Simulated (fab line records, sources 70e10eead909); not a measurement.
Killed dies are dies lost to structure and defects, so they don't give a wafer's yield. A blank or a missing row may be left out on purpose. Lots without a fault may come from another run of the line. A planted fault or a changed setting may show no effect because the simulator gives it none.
Which tool did it? | flow nand_harc | 12 lots, 36 wafers sampled, at 4 steps of a route of 1159

WHAT THE GAUGES READ, wafer by wafer
NHARC_A_M1_CD_MEAS_09: target cd 120 nm.
lot  | measured     | on        | cd_nm (nm)
L074 | day 18 00:30 | cd_sem-03 | 119.4 120.2 120.2
L076 | day 18 14:44 | cd_sem-03 | 121.3 122.2 120.8
L080 | day 18 22:38 | cd_sem-03 | 119.7 120.1 120.7
L083 | day 19 10:01 | cd_sem-03 | 120.1 121.4 119.3
L081 | day 19 22:30 | cd_sem-02 | 120.0 120.8 122.6
L084 | day 20 02:18 | cd_sem-02 | 120.5 120.5 121.5
L087 | day 20 13:58 | cd_sem-01 | 120.7 120.0 120.4
L086 | day 21 04:18 | cd_sem-01 | 120.0 120.1 121.0
L091 | day 22 04:26 | cd_sem-02 | 120.5 120.2 120.0
L093 | day 22 06:14 | cd_sem-03 | 120.0 121.3 120.4
L094 | day 23 10:56 | cd_sem-03 | 119.9 121.2 120.3
L097 | day 23 18:13 | cd_sem-03 | 119.4 119.8 120.7

WHICH TOOL RAN EACH LOT (tool, then ch and the chambers of the sampled wafers, then the start)
lot  | NHARC_A_BLC_CMP_25            | NHARC_A_M0_ETCH_34                 | NHARC_A_M0_STRIP_18
L074 | cmp-02 ch 2,3, day 17 18:56   | rie_diel-05 ch 0,2, day 17 20:23   | rie_diel-09 ch 0,1, day 17 20:40
L076 | cmp-02 ch 0,1,3, day 18 09:13 | rie_diel-05 ch 0,3, day 18 10:38   | rie_diel-05 ch 0,2, day 18 10:56
L080 | cmp-01 ch 0,2, day 18 17:08   | rie_diel-05 ch 0,2, day 18 18:42   | rie_diel-05 ch 0,2,3, day 18 19:02
L083 | cmp-02 ch 0,1,2, day 19 04:31 | rie_diel-01 ch 0,2,3, day 19 06:05 | rie_diel-05 ch 0,1,3, day 19 06:23
L081 | cmp-04 ch 2,3, day 19 17:02   | rie_diel-05 ch 1,3, day 19 18:31   | rie_diel-09 ch 0,1,2, day 19 18:48
L084 | cmp-04 ch 0,2,3, day 19 20:29 | rie_diel-05 ch 0,1,2, day 19 22:16 | rie_diel-09 ch 1,2,3, day 19 22:32
L087 | cmp-02 ch 0,1,2, day 20 08:32 | rie_diel-05 ch 1,2, day 20 10:07   | rie_diel-01 ch 0,2, day 20 10:26
L086 | cmp-04 ch 1,2, day 20 23:02   | rie_diel-01 ch 1,2,3, day 21 00:30 | rie_diel-05 ch 1,2, day 21 00:49
L091 | cmp-01 ch 0,1,3, day 21 23:07 | rie_diel-09 ch 2,3, day 22 00:38   | rie_diel-01 ch 0,2, day 22 00:57
L093 | cmp-02 ch 1,2,3, day 22 00:34 | rie_diel-09 ch 1,2, day 22 02:27   | rie_diel-09 ch 0,3, day 22 02:46
L094 | cmp-04 ch 0,1,2, day 23 05:32 | rie_diel-09 ch 0,2,3, day 23 06:59 | rie_diel-01 ch 0,1,3, day 23 07:19
L097 | cmp-02 ch 0,1,3, day 23 12:36 | rie_diel-09 ch 0,1,2, day 23 14:08 | rie_diel-01 ch 1,2,3, day 23 14:28
- NHARC_A_BLC_CMP_25: polishes, t overpolish 30 s, target thk 150 nm.
- NHARC_A_M0_ETCH_34: etches the open film in N2/H2, target depth 40 nm, overetch 12 nm, time 43.94 s.
- NHARC_A_M0_STRIP_18: strips in N2/H2.

THE ANSWER, worked out from the rows above alone
Rule: what is usual is taken from the lots themselves. Put in order of their means at a reading, lots are off if they are a third of the lots or fewer, leave a main group of 4 or more, and stand apart from it by a gap of 3 or more times the standard deviation of the main group's means; of several such gaps the widest counts. A main group whose means are all the same, to the digits that the tables above print for the reading, isn't used. A lot without any number at a reading at which 4 lots or more have one is off too. The other lots that the step has rows for count as sound.
No lot is off at any reading shown: from this, nothing can be told.

WHAT THE SIMULATOR HAD PUT IN
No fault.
